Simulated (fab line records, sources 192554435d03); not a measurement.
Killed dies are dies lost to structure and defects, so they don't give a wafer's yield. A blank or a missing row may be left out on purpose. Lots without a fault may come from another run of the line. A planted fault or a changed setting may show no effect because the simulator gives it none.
Chamber matching | flow n5_finfet | N5_MOL_CONTACT_COAG_CMP_23 on cmp-02: 4 sister chambers
The step polishes, stops on SiO2, t overpolish 1.5 s, target thk 0 nm. 4 wafers are shown with their chamber, then 9 later ones without.

WAFERS WITH THEIR CHAMBER
wafer  | chamber | motor_current_A (A)
L086.4 | 0       | 8.2
L088.1 | 2       | 9.8
L090.1 | 3       | 7.8
L090.5 | 1       | 7.3

WAFERS WITHOUT THEIR CHAMBER
wafer  | motor_current_A (A)
L094.1 | 9.9
L094.5 | 8.2
L094.6 | 8.4
L096.1 | 7.8
L096.5 | 10.2
L096.6 | 7.6
L097.1 | 8.1
L097.2 | 7.8
L097.3 | 8.6

WHICH CHAMBER EACH WENT THROUGH
wafer  | from the rows above          | in truth
L094.1 | 2                            | 2
L094.5 | can't be placed: 0 or 3      | 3
L094.6 | can't be placed: 0 or 3      | 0
L096.1 | can't be placed: 3 or 0      | 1
L096.5 | 2                            | 2
L096.6 | can't be placed: 3 or 1 or 0 | 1
L097.1 | can't be placed: 0 or 3      | 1
L097.2 | can't be placed: 3 or 0      | 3
L097.3 | can't be placed: 0 or 3      | 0
Placed correctly: 2 of 9. Can't be placed from these rows: 7 (the true chamber is among the candidates in 5). Placed wrongly: 0.
How it was worked out, from the rows above alone: a wafer's distance from a chamber is the root of the sum, over the readings, of the square of ((its reading less the chamber's mean) divided by the reading's scatter). The wafer belongs to the nearest chamber; if the next one is less than 2 further off, it can't be placed. A chamber's mean is the mean of its shown wafers. The scatter: with one shown wafer a chamber, the root of the mean of the squares of how far each hidden wafer lies from its nearest shown one.
